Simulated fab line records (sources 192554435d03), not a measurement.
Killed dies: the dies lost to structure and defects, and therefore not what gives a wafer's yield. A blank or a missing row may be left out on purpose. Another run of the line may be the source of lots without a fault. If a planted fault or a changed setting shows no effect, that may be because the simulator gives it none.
Matching of chambers -- flow n5-finfet -- N5_SD_EPI_P_ETCH_16 on rie-diel-02: 4 sister chambers
The step etches SiO2 in CHF3/O2, target depth 5 nm. 7 wafers are shown with their chamber, then 7 later ones without.

== WAFERS, EACH WITH ITS CHAMBER ==
wafer,chamber,showerhead-plenum-p-Torr (Torr),throttle-valve-pct (%)
L077.4,1,2.29,19.04
L085.5,2,2.33,18.86
L086.4,0,2.49,19.03
L086.5,3,2.49,18.96
L086.6,2,2.32,18.85
L088.2,0,2.49,19.04
L088.4,3,2.48,18.97

== WAFERS WHOSE CHAMBER IS MISSING ==
wafer,showerhead-plenum-p-Torr (Torr),throttle-valve-pct (%)
L088.5,2.32,18.87
L094.1,2.49,19.07
L094.2,2.57,18.72
L094.6,2.32,18.89
L097.1,2.48,19.00
L097.4,2.57,18.71
L097.6,2.57,18.70

== CHAMBER TAKEN BY EACH ==
wafer,from the rows above,in truth
L088.5,2,2
L094.1,0,0
L094.2,3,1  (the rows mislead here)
L094.6,2,2
L097.1,can't be placed: 3 or 0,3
L097.4,3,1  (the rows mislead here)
L097.6,3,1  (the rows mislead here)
3 of 7 placed correctly. Not placeable from these rows: 1 (in 1, the candidates include the true chamber). Number placed wrongly: 3.
How it was worked out, from the rows above alone: a wafer's distance from a chamber is the root of the sum, over the readings, of the square of ((its reading less the chamber's mean) divided by the reading's scatter). If the next closest chamber is less than 2 further off than the closest, the wafer can't be placed; otherwise it belongs to the closest. For every chamber, the mean is computed from those of its wafers that are shown. The scatter: take each reading less its chamber's mean, square it, sum over the shown wafers, divide by the number of wafers less the number of chambers, and take the root.
